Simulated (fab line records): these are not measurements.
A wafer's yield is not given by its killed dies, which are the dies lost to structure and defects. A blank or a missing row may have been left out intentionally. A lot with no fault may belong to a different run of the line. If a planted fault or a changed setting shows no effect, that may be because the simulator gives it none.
A single fault, viewed from 3 desks | flow n5-finfet | each desk holds nothing but its own numbers, with what lay behind them at the end

== DESK OF THE TOOL OWNER: rie-diel-03 ==
The tool's own readings at N5_BEOL_M4_VIA_ETCH_34 (etches the open film in C4F6/O2, target depth 69.4 nm, time 65.9 s): means of the sampled wafers that have a number, for each lot that ran on this tool. If a lot's mean is further than 4 standard deviations from the usual mean, the lot is out of limits and carries the mark OUT (the distance appears in the brackets).
Columns: A = drypump-motor-current-A at N5_BEOL_M4_VIA_ETCH_34, usual 5.5 A; B = oes-product-au at N5_BEOL_M4_VIA_ETCH_34, usual 0.78 a.u.; C = rf-fwd-power-W at N5_BEOL_M4_VIA_ETCH_34, usual 346.8 W; D = rf-vpp-V at N5_BEOL_M4_VIA_ETCH_34, usual 667 V; E = showerhead-plenum-p-Torr at N5_BEOL_M4_VIA_ETCH_34, usual 2.82 Torr; F = throttle-valve-pct at N5_BEOL_M4_VIA_ETCH_34, usual 30.79 %
lot  | first seen here | A   | B    | C     | D   | E    | F
L627 | day 8 10:11     | 5.6 | 0.73 | 348.2 | 667 | 2.80 | 30.85
L644 | day 12 22:34    | 5.5 | 0.75 | 345.9 | 668 | 2.84 | 30.65
L645 | day 13 03:42    | 5.5 | 0.68 | 346.2 | 667 | 2.78 | 30.79
This desk's verdict: no lot among the 3 shows anything out of limits.

== METROLOGY DESK ==
Means of the sampled wafers that have a number, per lot and without regard to the tool the lot ran on: this is what the gauges read. If a lot's mean is further than 4 standard deviations from the usual mean, the lot is out of limits and carries the mark OUT (the distance appears in the brackets). It has 12 readings; the 7 that lie furthest out on some lot are the ones shown.
Columns: A = cd-nm at N5_BEOL_M4_CD_MEAS_28, usual 26.19 nm; B = V3_OVL at N5_BEOL_M4_OVL_MEAS_29, usual -0.2 nm; C = DIBL_N at N5_BEOL_M4_RC_MEAS_101, usual 36.3 mV/V; D = IOFF_N at N5_BEOL_M4_RC_MEAS_101, usual 0.16 nA/um; E = ION_N at N5_BEOL_M4_RC_MEAS_101, usual 675 uA/um; F = ION_P at N5_BEOL_M4_RC_MEAS_101, usual 462 uA/um; G = VT_P at N5_BEOL_M4_RC_MEAS_101, usual -250 mV
lot  | first seen here | A     | B    | C    | D    | E   | F   | G
L627 | day 8 08:25     | 26.31 | 0.4  | 37.8 | 0.18 | 680 | 466 | -248
L639 | day 11 11:44    | 26.13 | -0.3 | 37.6 | 0.15 | 663 | 450 | -255
L641 | day 11 21:08    | 26.15 | -0.7 | 36.2 | 0.19 | 675 | 459 | -250
L644 | day 12 21:53    | 26.15 | -1.2 | 37.5 | 0.21 | 689 | 466 | -251
L645 | day 13 03:10    | 26.13 | 0.5  | 38.9 | 0.21 | 691 | 462 | -251
L646 | day 13 03:34    | 26.59 | -0.6 | 34.2 | 0.14 | 667 | 456 | -253
This desk's verdict: no lot among the 6 shows anything out of limits.

== THE DEFECT DESK ==
Counts from the inspections along the route, per lot, as means over the sampled wafers that have a number. If a lot's mean is further than 4 standard deviations from the usual mean, the lot is out of limits and carries the mark OUT (the distance appears in the brackets).
Columns: A = raw-defect-count at N5_BEOL_M4_INSPECT_30, usual 406
lot  | first seen here | A
L627 | day 8 08:31     | 404
L639 | day 11 11:49    | 463
L641 | day 11 21:13    | 475
L644 | day 12 21:59    | 320
L645 | day 13 03:15    | 441
L646 | day 13 03:40    | 484
This desk's verdict: no lot among the 6 shows anything out of limits.

== PUT TOGETHER ==
Nothing out of limits was seen by the tool owner's desk.
Nothing out of limits was seen by the metrology desk.
No out-of-limits result turned up at the defect desk.

== WHAT THE SIMULATOR HAD PUT IN ==
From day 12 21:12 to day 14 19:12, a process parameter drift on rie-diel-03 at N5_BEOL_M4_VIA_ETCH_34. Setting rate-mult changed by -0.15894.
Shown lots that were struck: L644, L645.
